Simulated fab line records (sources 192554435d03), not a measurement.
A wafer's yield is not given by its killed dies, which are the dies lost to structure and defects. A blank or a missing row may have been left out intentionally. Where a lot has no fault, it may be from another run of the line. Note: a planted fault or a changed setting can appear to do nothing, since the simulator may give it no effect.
Split-lot study / flow n5 finfet / 21 wafers read from 7 lots, route of 1938 steps

## SPLIT DETAILS
At N5_BEOL_M10_EXPOSE_08 (exposes mask M10), the setting dose mj was moved away from the recipe's 53.75 on 6 of the 21 wafers read, by -1.9% to +5.1%. For the rest of the wafers, this setting stayed at what the recipe calls for.

## FROM THE SPLIT TO THE READING: what the file shows between them, 2 steps
- N5_BEOL_M10_PEB_09: peb time 60 s
- N5_BEOL_M10_DEVELOP_10: develop time 30 s

## THE READING
Shown in nm: cd nm at N5_BEOL_M10_CD_MEAS_11, with target cd 64.1 nm. On this fab line, fault-free wafers typically give 64.5 nm with a standard deviation of 0.67 nm.

wafer=L078.1; tool, chamber at the split=arfi scanner-02, 0; dose mj as run=53.75; against the recipe=recipe; cd nm, nm=64.3; against lot-mates on the recipe=-
wafer=L078.3; tool, chamber at the split=arfi scanner-02, 0; dose mj as run=53.75; against the recipe=recipe; cd nm, nm=64.5; against lot-mates on the recipe=-
wafer=L078.5; tool, chamber at the split=arfi scanner-02, 0; dose mj as run=56.27; against the recipe=+4.7%; cd nm, nm=67.8; against lot-mates on the recipe=+3.4
wafer=L080.2; tool, chamber at the split=arfi scanner-03, 0; dose mj as run=52.73; against the recipe=-1.9%; cd nm, nm=63.4; against lot-mates on the recipe=-0.7
wafer=L080.3; tool, chamber at the split=arfi scanner-03, 0; dose mj as run=52.73; against the recipe=-1.9%; cd nm, nm=64.3; against lot-mates on the recipe=+0.2
wafer=L080.4; tool, chamber at the split=arfi scanner-03, 0; dose mj as run=53.75; against the recipe=recipe; cd nm, nm=64.1; against lot-mates on the recipe=-
wafer=L082.3; tool, chamber at the split=arfi scanner-01, 0; dose mj as run=53.75; against the recipe=recipe; cd nm, nm=64.6; against lot-mates on the recipe=-
wafer=L082.5; tool, chamber at the split=arfi scanner-01, 0; dose mj as run=53.75; against the recipe=recipe; cd nm, nm=64.6; against lot-mates on the recipe=-
wafer=L082.6; tool, chamber at the split=arfi scanner-01, 0; dose mj as run=53.75; against the recipe=recipe; cd nm, nm=64.7; against lot-mates on the recipe=-
wafer=L085.1; tool, chamber at the split=arfi scanner-01, 0; dose mj as run=53.75; against the recipe=recipe; cd nm, nm=64.4; against lot-mates on the recipe=-
wafer=L085.5; tool, chamber at the split=arfi scanner-01, 0; dose mj as run=53.75; against the recipe=recipe; cd nm, nm=63.5; against lot-mates on the recipe=-
wafer=L085.6; tool, chamber at the split=arfi scanner-01, 0; dose mj as run=53.75; against the recipe=recipe; cd nm, nm=63.8; against lot-mates on the recipe=-
wafer=L089.3; tool, chamber at the split=arfi scanner-03, 0; dose mj as run=54.93; against the recipe=+2.2%; cd nm, nm=64.3; against lot-mates on the recipe=+1.2
wafer=L089.5; tool, chamber at the split=arfi scanner-03, 0; dose mj as run=53.75; against the recipe=recipe; cd nm, nm=63.0; against lot-mates on the recipe=-
wafer=L089.6; tool, chamber at the split=arfi scanner-03, 0; dose mj as run=53.75; against the recipe=recipe; cd nm, nm=63.2; against lot-mates on the recipe=-
wafer=L092.2; tool, chamber at the split=arfi scanner-02, 0; dose mj as run=56.49; against the recipe=+5.1%; cd nm, nm=67.5; against lot-mates on the recipe=+1.9
wafer=L092.5; tool, chamber at the split=arfi scanner-02, 0; dose mj as run=53.75; against the recipe=recipe; cd nm, nm=65.9; against lot-mates on the recipe=-
wafer=L092.6; tool, chamber at the split=arfi scanner-02, 0; dose mj as run=53.75; against the recipe=recipe; cd nm, nm=65.3; against lot-mates on the recipe=-
wafer=L094.1; tool, chamber at the split=arfi scanner-02, 0; dose mj as run=55.42; against the recipe=+3.1%; cd nm, nm=66.6; against lot-mates on the recipe=+2.0
wafer=L094.3; tool, chamber at the split=arfi scanner-02, 0; dose mj as run=53.75; against the recipe=recipe; cd nm, nm=64.1; against lot-mates on the recipe=-
wafer=L094.4; tool, chamber at the split=arfi scanner-02, 0; dose mj as run=53.75; against the recipe=recipe; cd nm, nm=65.0; against lot-mates on the recipe=-

FIT RESULTS
A straight line over all 21 wafers: cd nm changes by +0.581 nm for each +1% of dose mj; r = +0.80; the points scatter about the line by 0.79 nm.
The same after taking each lot's own level away (the mean of its wafers on the recipe; 21 wafers): +0.492 nm for each +1%; r = +0.89; scatter 0.46 nm.
The reading moves by 2.5 nm for the largest change in dose mj, on that fit.
The span of the lots' own levels, 63.10 to 65.60 nm, comes to 3.7 times the standard deviation stated above.
Hence the slope depends on the lot-to-lot level, as the two fits are not the same.
Check: +3.06 nm against its lot-mates is what the line predicts for one of the wafers moved furthest among these (+5.1%) when that wafer is left out of the fit. It came out at +1.9 nm against them.

## OTHER SPLITS ON THESE WAFERS
These wafers also went through other splits before the reading. Each is held against what the fit with the lots' levels taken away leaves over:
other split on the same wafers=N5_BEOL_M8_COAT_05 spin rpm; wafers away from the commonest value=8; r with cd nm (lot level and that fit taken away)=+0.13
other split on the same wafers=N5_BEOL_M10_COAT_60 spin rpm; wafers away from the commonest value=7; r with cd nm (lot level and that fit taken away)=+0.13

## THE FILE'S OWN FIT
cd nm changes by +0.533 nm for each +1% of dose mj, r = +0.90.
